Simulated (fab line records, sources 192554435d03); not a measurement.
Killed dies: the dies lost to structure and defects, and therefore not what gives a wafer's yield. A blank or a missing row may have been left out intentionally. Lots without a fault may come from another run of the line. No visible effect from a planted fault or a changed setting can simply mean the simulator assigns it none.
Matching of chambers ; flow n5 finfet ; N5_BEOL_M4_PRE_CLEAN_60 on cvd co-01 has 3 sister chambers
The step time 15 s. 6 wafers are shown with their chamber, then 8 later ones without.

WAFERS WITH THEIR CHAMBER
wafer;chamber;heater power w (W);rf fwd power W (W)
L103.1;1;72;296.9
L103.4;1;72;297.2
L112.3;2;99;294.8
L112.4;0;41;295.6
L112.5;2;99;295.1
L115.2;0;43;296.6

WAFERS WITHOUT THEIR CHAMBER
wafer;heater power w (W);rf fwd power W (W)
L115.4;43;296.7
L115.5;100;296.2
L117.1;73;296.6
L117.2;43;294.0
L117.3;102;295.6
L116.1;99;295.8
L116.4;72;298.3
L116.5;98;296.0

CHAMBER TAKEN BY EACH
wafer;from the rows above;in truth
L115.4;0;0
L115.5;2;2
L117.1;1;1
L117.2;0;0
L117.3;2;2
L116.1;2;2
L116.4;1;1
L116.5;2;2
Correct placement for 8 of the 8. Not placeable from these rows: 0. Placed wrongly: 0.
How it was worked out, from the rows above alone: a wafer's distance from a chamber is the root of the sum, over the readings, of the square of ((its reading less the chamber's mean) divided by the reading's scatter). If the next closest chamber is less than 2 further off than the closest, the wafer can't be placed; otherwise it belongs to the closest. Each chamber's mean is taken over the wafers shown for it. The scatter is the square root of a quotient: the sum, over the shown wafers, of each reading's squared deviation from its chamber's mean, divided by wafers minus chambers.
